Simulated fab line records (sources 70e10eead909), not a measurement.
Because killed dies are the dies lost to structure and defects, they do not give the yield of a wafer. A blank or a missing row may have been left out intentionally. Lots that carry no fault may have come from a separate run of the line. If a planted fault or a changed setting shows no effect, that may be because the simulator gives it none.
fab line records -- flow nand-harc
[record] lots = 14, wafers = 42, last-day = 24
route steps=1159 shown P_CONTACT@235 P_M0@260
lots that met no fault: from a run of the same line without faults
start-h: start of the lot's first displayed wafer, in hours after the record's first day -- wait-h: hours from the lot's prior step to this one -- " repeats the value in the row above -- L1.1+2: several wafers, shown together as one row -- - no value, or no start was given -- * or withheld: withheld -- < > ~ a bound
route shown NAME@n: names a module that has steps shown in the file, with the first one's number in the route -- usual: mean/standard deviation taken from wafers without a fault -- same: alike in all rows -- chamber/n: place in a boat -- sites: each site's reading -- _std_site: standard deviation across them -- _edge_site: the outer-site mean with the inner-site mean subtracted -- radius-mm: for every site, how far away it sits from the centre of the wafer -- mask NAME#n: copy n -- behind: the last tool/chamber to shape the wafer -- hold: what put the lot on hold/how long, in hours/how the hold closed -- device: the transistor (n, p or np) that didn't switch -- end of line: the route-end tests of the same wafers -- where a step has no rows: the recipe by itself -- killed: dies lost to structure and defects at the first sort, not the wafer's yield -- map: dies across one wafer; x = killed, . = not, _ = none there
set.NAME: the setting that was run; set.NAME@STEP: the one run at that earlier step -- model.NAME: the simulator's own value behind a step, which no gauge read
one table for each step of the route and one row for each wafer, over a sample of lots
services: a tool's chamber out of use, with start hour (start-h, from the record's first day; less than 0 if before it), hours out, and reason
[[steps]]
[step NHARC_P_CONTACT_DESCUM_17]
[recipe] time-s = 3, o2-flow-sccm = 200, ar-flow-sccm = 0, bias-power-w = 0, chemistry = O2
[usual] chamber-pressure-mTorr = 60.00/0.054, drypump-motor-current-A = 5.6/0.51, o2-flow-sccm = 200.0/0.64, oes-product-au = 0.999/0.0065, rf-vpp-V = 58.1/0.89, showerhead-plenum-p-Torr = 1.95/0.068, throttle-valve-pct = 11.312/0.0094
[same] bias-power-w = 0
lot.wafer,tool,chamber,start-h,wait-h,chamber-pressure-mTorr,drypump-motor-current-A,o2-flow-sccm,oes-product-au,rf-hours-counter-h,rf-vpp-V,showerhead-plenum-p-Torr,throttle-valve-pct
L746.2,rie-diel-10,0,124.92,0.1,60.03,5.6,200.2,0.997,40,58.2,1.88,11.284
L746.5,rie-diel-10,1,124.92,0.1,60.02,5.9,199.2,0.993,-,57.7,1.82,11.309
L746.6,rie-diel-10,2,124.92,0.1,59.97,5.3,201.0,0.999,-,59.0,1.83,11.304
L747.3,rie-diel-04,2,135.89,0.1,60.02,5.3,199.6,1.002,2,56.7,1.92,11.304
L747.6,rie-diel-04,0,135.89,0.1,59.88,5.4,199.9,1.008,-,57.6,2.03,11.302
L747.5,rie-diel-04,1,135.89,0.1,59.99,5.3,200.9,0.990,-,58.7,2.05,11.325
L750.1,rie-diel-04,3,141.21,0.1,60.09,6.5,202.0,0.992,2,58.8,1.93,11.311
L750.6,rie-diel-04,1,141.21,0.1,60.10,5.3,199.6,0.997,-,58.3,2.05,11.306
L750.5,rie-diel-04,2,141.21,0.1,60.00,5.3,200.0,0.995,-,58.2,1.92,11.314
L749.2,rie-diel-03,0,142.10,0.1,59.98,6.1,200.1,0.997,9,57.6,1.99,11.298
L749.3,rie-diel-03,2,142.10,0.1,60.07,5.1,199.5,1.004,8,56.5,1.85,11.312
L749.6,rie-diel-03,1,142.10,0.1,59.98,5.8,199.7,1.005,-,57.9,1.90,11.324
L751.1,rie-diel-04,1,152.37,0.1,59.97,5.2,200.0,1.009,3,58.4,2.05,11.304
L751.2,rie-diel-04,3,152.37,0.1,60.01,6.5,201.3,0.995,3,57.9,1.93,11.305
L751.6,rie-diel-04,1,152.37,0.1,60.09,5.2,199.2,0.998,-,57.7,2.05,11.314
L753.4,rie-diel-04,2,162.62,0.1,60.07,5.3,200.1,1.002,5,58.9,1.92,11.313
L753.2,rie-diel-04,3,162.62,0.1,60.02,6.5,199.1,1.001,5,57.4,1.93,11.312
L753.3,rie-diel-04,0,162.62,0.1,60.07,5.4,200.2,1.007,4,57.8,2.03,11.310
L754.1,rie-diel-04,3,175.86,0.1,59.96,6.5,200.8,1.002,6,58.0,1.93,11.303
L754.6,rie-diel-04,2,175.86,0.1,60.11,5.3,198.7,0.989,-,59.1,1.92,11.307
L754.5,rie-diel-04,3,175.86,0.1,59.93,6.5,200.0,1.002,-,57.4,1.93,11.304
L756.2,rie-diel-03,0,189.75,0.1,59.97,6.1,200.3,1.003,12,57.6,1.99,11.288
L756.3,rie-diel-03,1,189.75,0.1,59.94,5.8,199.9,0.999,12,57.8,1.89,11.319
L756.5,rie-diel-03,0,189.75,0.1,59.96,6.1,199.6,0.999,-,57.4,1.99,11.297
L758.2,rie-diel-03,0,198.48,0.1,59.97,6.0,199.8,1.005,13,59.2,1.99,11.320
L758.4,rie-diel-03,1,198.48,0.1,59.97,5.9,200.6,1.000,13,57.5,1.89,11.305
L758.5,rie-diel-03,0,198.48,0.1,60.04,6.1,200.5,0.998,-,57.5,1.99,11.319
L761.1,rie-diel-04,3,206.66,0.1,59.94,6.5,199.8,1.013,9,58.7,1.93,11.304
L761.5,rie-diel-04,3,206.66,0.1,59.97,6.5,199.3,1.013,-,58.1,1.93,11.307
L761.6,rie-diel-04,0,206.66,0.1,59.99,5.3,199.7,1.008,-,59.3,2.03,11.314
L760.3,rie-diel-04,3,208.56,0.1,59.97,6.5,200.0,1.016,10,58.1,1.93,11.309
L760.1,rie-diel-04,0,208.56,0.1,60.05,5.3,199.3,1.011,9,59.9,2.03,11.312
L760.5,rie-diel-04,3,208.56,0.1,60.00,6.5,200.6,1.013,-,55.8,1.93,11.321
L765.3,rie-diel-03,0,236.62,0.1,60.04,6.1,199.8,1.000,2,58.0,1.99,11.286
L765.6,rie-diel-03,0,236.62,0.1,60.07,6.1,200.5,0.995,-,58.9,1.99,11.299
L765.5,rie-diel-03,1,236.62,0.1,59.98,5.9,199.3,0.983,-,57.1,1.89,11.322
L766.2,rie-diel-04,3,237.32,0.1,60.01,6.5,200.8,0.999,13,57.9,1.93,11.313
L766.1,rie-diel-04,1,237.32,0.1,59.96,5.3,199.3,0.992,11,57.0,2.04,11.316
L766.3,rie-diel-04,2,237.32,0.1,60.02,5.3,199.7,0.999,12,57.7,1.92,11.313
L767.3,rie-diel-03,0,253.74,0.1,59.98,6.1,200.3,1.002,4,57.2,1.99,11.295
L767.2,rie-diel-03,1,253.74,0.1,59.95,5.9,199.2,0.996,4,59.0,1.89,11.310
L767.5,rie-diel-03,3,253.74,0.1,59.99,5.0,200.6,0.995,-,56.9,1.89,11.315
[step NHARC_P_CONTACT_ETCH_35]
[recipe] target-depth-a = 390, over-etch-frac = 0.3, time-s = 65, ion-energy-ev = 80, cf4-flow-sccm = 150, ar-flow-sccm = 0, rf-w = 300, bias-w = 100, chemistry = CF4
[usual] chamber-pressure-mTorr = 49.99/0.049, drypump-motor-current-A = 5.5/0.49, oes-product-au = 1.000/0.0069, rf-fwd-power-W = 297.4/1.1, rf-vpp-V = 151.6/1.1, showerhead-plenum-p-Torr = 1.80/0.061, throttle-valve-pct = 13.285/0.0093
lot.wafer,tool,chamber,start-h,wait-h,chamber-pressure-mTorr,drypump-motor-current-A,oes-product-au,rf-fwd-power-W,rf-hours-counter-h,rf-vpp-V,showerhead-plenum-p-Torr,throttle-valve-pct
L746.2,rie-diel-10,3,125.00,0.1,50.02,5.0,0.994,297.5,42,150.9,1.76,13.313
L746.6,rie-diel-10,0,125.00,0.1,49.89,5.5,0.996,296.8,-,149.3,1.74,13.280
L746.5,rie-diel-10,1,125.00,0.1,49.93,5.8,1.004,296.5,-,151.1,1.69,13.281
L747.3,rie-diel-04,3,135.97,0.1,49.92,6.5,1.001,297.7,2,151.2,1.79,13.279
L747.5,rie-diel-04,2,135.97,0.1,50.00,5.3,0.994,296.8,-,150.8,1.78,13.276
L747.6,rie-diel-04,3,135.97,0.1,50.01,6.5,0.998,295.9,-,151.8,1.79,13.294
L750.1,rie-diel-04,2,141.29,0.1,49.96,5.3,1.013,295.7,2,151.1,1.78,13.289
L750.5,rie-diel-04,0,141.29,0.1,49.92,5.3,0.996,298.4,-,152.6,1.87,13.286
L750.6,rie-diel-04,1,141.29,0.1,50.01,5.2,1.001,297.0,-,151.9,1.88,13.295
L749.3,rie-diel-03,1,142.18,0.1,49.98,5.8,1.000,298.2,9,151.8,1.75,13.283
L749.2,rie-diel-03,0,142.18,0.1,50.00,6.0,1.010,296.1,9,152.1,1.84,13.289
L749.6,rie-diel-03,1,142.18,0.1,49.97,5.8,1.002,298.3,-,151.5,1.75,13.284
L751.1,rie-diel-04,3,152.46,0.1,49.99,6.5,0.994,299.2,3,151.4,1.79,13.291
L751.2,rie-diel-04,1,152.46,0.1,49.98,5.2,0.995,298.7,3,152.9,1.88,13.275
L751.6,rie-diel-04,2,152.46,0.1,49.97,5.3,0.984,297.6,-,152.0,1.78,13.287
L753.2,rie-diel-04,3,162.70,0.1,50.00,6.5,0.996,298.2,5,152.1,1.79,13.283
L753.3,rie-diel-04,0,162.70,0.1,49.97,5.3,1.001,298.0,4,153.2,1.87,13.271
L753.4,rie-diel-04,1,162.70,0.1,50.00,5.2,0.990,298.0,4,153.1,1.88,13.273
L754.1,rie-diel-04,2,175.94,0.1,50.04,5.3,1.002,296.4,7,150.6,1.78,13.290
L754.5,rie-diel-04,1,175.94,0.1,49.93,5.2,1.000,298.0,-,152.4,1.88,13.278
L754.6,rie-diel-04,2,175.94,0.1,49.92,5.3,0.995,297.5,-,151.7,1.78,13.299
L756.3,rie-diel-03,2,189.82,0.1,49.97,5.0,0.996,297.4,12,151.4,1.71,13.286
L756.2,rie-diel-03,3,189.82,0.1,50.04,5.0,0.988,296.1,13,148.4,1.75,13.285
L756.5,rie-diel-03,2,189.82,0.1,49.97,5.0,1.004,296.6,-,150.7,1.72,13.282
L758.2,rie-diel-03,2,198.56,0.1,50.06,5.0,1.001,297.8,13,150.8,1.71,13.286
L758.4,rie-diel-03,0,198.56,0.1,49.98,6.0,1.005,296.1,13,152.8,1.83,13.289
L758.5,rie-diel-03,1,198.56,0.1,50.01,5.8,0.994,300.2,-,152.0,1.75,13.278
L761.1,rie-diel-04,0,206.75,0.1,50.00,5.4,0.996,297.2,9,153.8,1.87,13.286
L761.5,rie-diel-04,3,206.75,0.1,49.97,6.5,1.009,298.7,-,150.8,1.78,13.273
L761.6,rie-diel-04,0,206.75,0.1,49.94,5.3,1.002,296.7,-,153.7,1.87,13.285
L760.3,rie-diel-04,1,208.65,0.1,50.03,5.2,1.003,298.8,9,152.3,1.88,13.292
L760.1,rie-diel-04,3,208.65,0.1,49.94,6.5,1.004,298.1,10,152.0,1.78,13.291
L760.5,rie-diel-04,1,208.65,0.1,50.00,5.3,0.992,299.0,-,152.8,1.88,13.287
L765.3,rie-diel-03,0,236.72,0.1,49.94,6.1,0.993,296.3,2,153.4,1.83,13.293
L765.5,rie-diel-03,1,236.72,0.1,49.92,5.9,0.989,298.0,-,150.7,1.75,13.296
L765.6,rie-diel-03,2,236.72,0.1,50.04,5.0,0.998,299.5,-,151.0,1.71,13.283
L766.1,rie-diel-04,1,237.41,0.1,50.01,5.3,1.004,297.0,11,153.0,1.88,13.276
L766.2,rie-diel-04,2,237.41,0.1,50.02,5.3,0.986,295.8,12,150.5,1.78,13.286
L766.3,rie-diel-04,3,237.41,0.1,50.05,6.5,1.004,298.3,13,150.0,1.78,13.298
L767.3,rie-diel-03,3,253.82,0.1,49.98,5.0,1.006,298.4,4,150.1,1.74,13.292
L767.2,rie-diel-03,0,253.82,0.1,49.92,6.1,0.995,296.3,4,152.0,1.83,13.265
L767.5,rie-diel-03,2,253.82,0.1,50.08,5.0,0.995,296.1,-,150.7,1.71,13.290
[step NHARC_P_M0_EXPOSE_06]
[recipe] na = 1.35, target-cd-nm = 90, dose-mj = 81.28, mask-id = P_M0
[usual] exposure-dose-mJ-cm2 = 81.28/0.079, focus-offset-nm = -0.1/0.49
lot.wafer,tool,chamber,start-h,wait-h,mask,exposure-dose-mJ-cm2,focus-offset-nm
L746.2,arfi-scanner-01,0,131.12,-,P_M0#0,81.15,-0.7
L746.5,arfi-scanner-01,0,131.12,-,P_M0#0,81.18,-0.8
L746.6,arfi-scanner-01,0,131.12,-,P_M0#0,81.17,-0.8
L747.3,arfi-scanner-02,0,144.13,-,P_M0#0,81.41,-0.3
L747.5,arfi-scanner-02,0,144.13,-,P_M0#0,81.24,0.1
L747.6,arfi-scanner-02,0,144.13,-,P_M0#0,81.31,0.0
L750.1,arfi-scanner-01,0,145.07,-,P_M0#0,81.27,-0.2
L750.5,arfi-scanner-01,0,145.07,-,P_M0#0,81.28,0.1
L750.6,arfi-scanner-01,0,145.07,-,P_M0#0,81.46,0.4
L749.2,arfi-scanner-03,0,145.95,-,P_M0#0,81.21,0.8
L749.3,arfi-scanner-03,0,145.95,-,P_M0#0,81.27,0.3
L749.6,arfi-scanner-03,0,145.95,-,P_M0#0,81.16,-0.1
L751.1,arfi-scanner-03,0,156.23,-,P_M0#0,81.23,-0.1
L751.2,arfi-scanner-03,0,156.23,-,P_M0#0,81.38,-0.2
L751.6,arfi-scanner-03,0,156.23,-,P_M0#0,81.28,0.6
L753.2,arfi-scanner-02,0,166.46,-,P_M0#0,81.33,-0.4
L753.3,arfi-scanner-02,0,166.46,-,P_M0#0,81.23,-0.6
L753.4,arfi-scanner-02,0,166.46,-,P_M0#0,81.34,-1.0
L754.1,arfi-scanner-01,0,180.41,-,P_M0#0,81.23,-0.7
L754.5,arfi-scanner-01,0,180.41,-,P_M0#0,81.24,0.0
L754.6,arfi-scanner-01,0,180.41,-,P_M0#0,81.27,0.3
L756.2,arfi-scanner-03,0,193.62,-,P_M0#0,81.35,-0.6
L756.3,arfi-scanner-03,0,193.62,-,P_M0#0,81.43,0.4
L756.5,arfi-scanner-03,0,193.62,-,P_M0#0,81.27,-0.1
L758.2,arfi-scanner-03,-,209.90,-,P_M0#0,-,-
L758.4,arfi-scanner-03,-,209.90,-,P_M0#0,-,-
L758.5,arfi-scanner-03,-,209.90,-,P_M0#0,-,-
L761.1,arfi-scanner-02,-,215.86,-,P_M0#0,-,-
L761.5,arfi-scanner-02,-,215.86,-,P_M0#0,-,-
L761.6,arfi-scanner-02,-,215.86,-,P_M0#0,-,-
L760.1,arfi-scanner-01,0,216.80,-,P_M0#0,81.26,0.2
L760.3,arfi-scanner-01,0,216.80,-,P_M0#0,81.29,0.3
L760.5,arfi-scanner-01,0,216.80,-,P_M0#0,81.27,0.5
L765.3,arfi-scanner-01,0,240.68,-,P_M0#0,81.34,-0.7
L765.5,arfi-scanner-01,0,240.68,-,P_M0#0,81.28,0.5
L765.6,arfi-scanner-01,0,240.68,-,P_M0#0,81.33,0.1
L766.1,arfi-scanner-03,0,241.28,-,P_M0#0,81.18,-0.8
L766.2,arfi-scanner-03,0,241.28,-,P_M0#0,81.25,-1.0
L766.3,arfi-scanner-03,0,241.28,-,P_M0#0,81.21,-0.3
L767.2,arfi-scanner-03,0,258.04,-,P_M0#0,81.30,0.1
L767.3,arfi-scanner-03,0,258.04,-,P_M0#0,81.33,-0.3
L767.5,arfi-scanner-03,0,258.04,-,P_M0#0,81.24,0.6
[step NHARC_P_M0_ETCH_15]
[recipe] target-depth-a = 1500, overetch-a = 150, time-s = 82.5, c4f8-flow-sccm = withheld, ar-flow-sccm = 400, rf-w = 600, bias-w = 300, chemistry = C4F8/Ar
[usual] chamber-pressure-mTorr = 24.999/0.021, oes-product-au = 0.950/0.023, rf-fwd-power-W = 595.5/2, rf-vpp-V = 441.6/2.5
lot.wafer,tool,chamber,start-h,wait-h,chamber-pressure-mTorr,oes-product-au,rf-fwd-power-W,rf-hours-counter-h,rf-vpp-V
L746.2,rie-diel-13,0,-,-,24.991,0.967,595.5,1,438.6
L746.5,rie-diel-13,0,-,-,25.018,0.979,595.2,-,438.3
L746.6,rie-diel-13,1,-,-,24.965,0.973,594.3,-,442.8
L747.3,rie-diel-02,0,-,-,25.023,0.971,595.3,12,438.2
L747.6,rie-diel-02,1,-,-,25.010,0.966,591.7,-,437.4
L747.5,rie-diel-02,2,-,-,25.027,0.982,594.5,-,441.7
L750.1,rie-diel-02,3,-,-,24.991,0.975,595.0,12,439.4
L750.6,rie-diel-02,3,-,-,24.980,0.982,591.3,-,439.3
L750.5,rie-diel-02,0,-,-,24.993,0.963,593.6,-,438.9
L749.2,rie-diel-13,0,-,-,25.004,0.974,593.4,3,439.5
L749.3,rie-diel-13,1,-,-,25.001,0.958,600.4,3,444.3
L749.6,rie-diel-13,0,-,-,24.991,0.970,594.5,-,439.5
L751.1,rie-diel-06,0,-,-,24.969,0.957,595.2,6,443.0
L751.2,rie-diel-06,1,-,-,25.011,0.940,593.8,6,443.9
L751.6,rie-diel-06,3,-,-,24.984,0.970,597.5,-,440.8
L753.4,rie-diel-02,1,-,-,25.020,0.969,596.7,1,437.9
L753.2,rie-diel-02,3,-,-,25.003,0.979,598.0,1,439.4
L753.3,rie-diel-02,0,-,-,25.018,0.955,597.2,1,437.5
L754.1,rie-diel-02,1,-,-,24.986,0.983,595.5,2,438.6
L754.5,rie-diel-02,3,-,-,24.985,0.954,594.6,-,439.2
L754.6,rie-diel-02,0,-,-,25.015,0.962,598.4,-,435.9
L756.3,rie-diel-02,1,-,-,25.030,0.954,599.0,2,438.2
L756.2,rie-diel-02,3,-,-,25.022,0.965,593.9,2,439.7
L756.5,rie-diel-02,2,-,-,24.972,0.975,593.6,-,441.3
L758.2,rie-diel-06,3,-,-,25.030,0.922,597.7,10,441.8
L758.4,rie-diel-06,1,-,-,24.985,0.916,592.7,10,445.2
L758.5,rie-diel-06,2,-,-,24.990,0.924,594.0,-,445.5
L761.1,rie-diel-02,0,-,-,24.975,0.971,599.1,4,436.5
L761.6,rie-diel-02,2,-,-,25.024,0.958,594.1,-,441.8
L761.5,rie-diel-02,3,-,-,25.002,0.969,593.0,-,441.2
L760.3,rie-diel-06,1,-,-,25.028,0.931,595.4,10,443.7
L760.1,rie-diel-06,2,-,-,25.011,0.932,595.1,10,446.7
L760.5,rie-diel-06,1,-,-,25.011,0.927,594.9,-,442.2
L765.3,rie-diel-13,2,-,-,25.043,0.929,594.7,9,443.4
L765.5,rie-diel-13,3,-,-,24.978,0.917,596.8,-,443.3
L765.6,rie-diel-13,0,-,-,24.998,0.931,599.7,-,436.9
L766.1,rie-diel-13,0,-,-,24.966,0.914,598.0,10,437.6
L766.2,rie-diel-13,2,-,-,24.981,0.920,594.6,9,443.3
L766.3,rie-diel-13,3,-,-,25.015,0.918,595.7,9,443.3
L767.3,rie-diel-06,3,-,-,25.015,0.953,596.6,0,441.7
L767.2,rie-diel-06,2,-,-,25.021,0.973,596.4,0,445.2
L767.5,rie-diel-06,3,-,-,24.981,0.963,597.8,-,441.8
[[services]]
tool,chamber,start-h,hours,kind
rie-diel-04,-,111.90,9.0,pm
rie-diel-04,0,111.90,9.0,vent-cycle
rie-diel-04,1,111.90,9.0,vent-cycle
arfi-scanner-03,-,115.70,0.5,repair
arfi-scanner-03,-,140.00,4.0,pm
rie-diel-06,3,140.28,4.9,repair
rie-diel-10,1,145.28,9.9,repair
rie-diel-02,-,150.70,9.0,pm
arfi-scanner-02,-,154.56,0.8,repair
rie-diel-04,1,164.15,6.1,repair
rie-diel-03,-,171.30,5.9,repair
rie-diel-02,-,172.14,0.6,repair
rie-diel-10,-,177.21,9.0,pm
rie-diel-10,3,190.81,8.8,repair
rie-diel-13,2,194.24,4.3,repair
arfi-scanner-01,-,196.00,4.0,pm
rie-diel-03,-,215.52,9.0,pm
arfi-scanner-01,-,215.82,0.5,repair
arfi-scanner-02,-,239.26,0.5,repair
rie-diel-06,-,241.20,9.0,pm
arfi-scanner-02,-,244.24,0.7,repair
rie-diel-02,-,244.49,1.0,repair
rie-diel-03,-,252.49,0.2,repair
arfi-scanner-02,-,256.00,4.0,pm
[[key]]
[first-sign] step = NHARC_P_M0_EXPOSE_06, reading = tool-record, direction = missing
effect none on later readings
met-at NHARC_P_M0_EXPOSE_06
struck-lots L758,L761
later-rows-left-out L758.2,L758.4,L758.5,L761.1,L761.5,L761.6
sort-left-out L758.2,L758.4,L758.5,L761.1,L761.5,L761.6
[loop-trim] step = NHARC_P_M0_EXPOSE_06, setting = dose, lots = L761
not-acting-at NHARC_P_CONTACT_DESCUM_17,NHARC_P_CONTACT_ETCH_35,NHARC_P_M0_ETCH_15
onset-between 193.62 209.90
[fault] kind = skipped-step-whole, tool = arfi-scanner-02,arfi-scanner-03, chamber = -, onset-h = 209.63, steps = NHARC_P_M0_EXPOSE_06, scope = struck-lots-only
// sort-left-out: the simulated sort isn't trusted on such a fault, so these wafers' sort isn't shown, and their yield isn't known
// later-rows-left-out: the simulator's readings of these wafers behind a module that went badly wrong aren't trusted and aren't shown, but for the sort
// loop-trim: a control loop set the setting to another value than it would have without faults
